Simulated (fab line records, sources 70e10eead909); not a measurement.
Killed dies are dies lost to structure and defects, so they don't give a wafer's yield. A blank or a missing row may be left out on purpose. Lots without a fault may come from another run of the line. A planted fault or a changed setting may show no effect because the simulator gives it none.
Tool commonality check | flow nand_harc | 5 lots, 15 wafers sampled

WHY IT WAS OPENED
At NHARC_END_SORT_01 the reading killed_at_array is flagged on 3 of 5 lots. Wafers without a fault read 63, standard deviation 27.
Rule: a lot is flagged when every wafer of it that has a number lies more than 4 standard deviations from that mean, or none has a number. The other lots count as sound.

lot  | measured     | on        | killed_at_array, wafer by wafer | flag
L933 | day 24 11:13 | prober-01 | 80 72 72                        |
L940 | day 27 20:20 | prober-02 | 671 675 675                     | FLAGGED
L941 | day 28 06:05 | prober-01 | 672 669 670                     | FLAGGED
L943 | day 28 22:20 | prober-01 | 671 669 668                     | FLAGGED
L954 | day 33 13:41 | prober-01 | 61 67 63                        |
The numbers of the flagged lots are 671 on average: +608 against the usual, or +23 standard deviations.

WHICH TOOL RAN EACH LOT
The record holds 2 process steps before the reading, out of a route of 1302 steps. In each cell: the tool, then ch and the chambers that the sampled wafers went through, then the start.
lot  | flag    | NHARC_A_DECK1_JOINT_ETCH_25         | NHARC_THIN_TSV_CMP_21
L933 |         | wet_bench-05 ch 2,5,6, day 11 12:55 | cmp-04 ch 0,1,2, day 23 23:30
L940 | FLAGGED | wet_bench-05 ch 2,3,4, day 14 11:03 | no row
L941 | FLAGGED | wet_bench-06 ch 1,5,6, day 14 11:02 | no row
L943 | FLAGGED | wet_bench-05 ch 0,1,2, day 15 02:09 | no row
L954 |         | wet_bench-05 ch 1,5,7, day 20 02:47 | cmp-02 ch 0,1, day 33 01:07
What these steps do:
- NHARC_A_DECK1_JOINT_ETCH_25: etches SiO2 in dHF, target depth 0.5 nm.
- NHARC_THIN_TSV_CMP_21: polishes, t overpolish 30 s, target thk 2000 nm.
- NHARC_END_SORT_01

FLAGGED OVER TOTAL, TOOL BY TOOL (the gauges that took the reading come last)
step                        | tool         | lots run | flagged | share of the flagged lots | sound lots run after its first flagged lot
NHARC_A_DECK1_JOINT_ETCH_25 | wet_bench-05 | 4        | 2       | some                      | 1 (L954)
NHARC_A_DECK1_JOINT_ETCH_25 | wet_bench-06 | 1        | 1       | some                      | 0
NHARC_THIN_TSV_CMP_21       | cmp-02       | 1        | 0       | none                      | -
NHARC_THIN_TSV_CMP_21       | cmp-04       | 1        | 0       | none                      | -
NHARC_END_SORT_01           | prober-01    | 4        | 2       | some                      | 1 (L954)
NHARC_END_SORT_01           | prober-02    | 1        | 1       | some                      | 0

WHAT THE TABLE ALLOWS
No row of the table ran every flagged lot.

WHAT THE SIMULATOR HAD PUT IN
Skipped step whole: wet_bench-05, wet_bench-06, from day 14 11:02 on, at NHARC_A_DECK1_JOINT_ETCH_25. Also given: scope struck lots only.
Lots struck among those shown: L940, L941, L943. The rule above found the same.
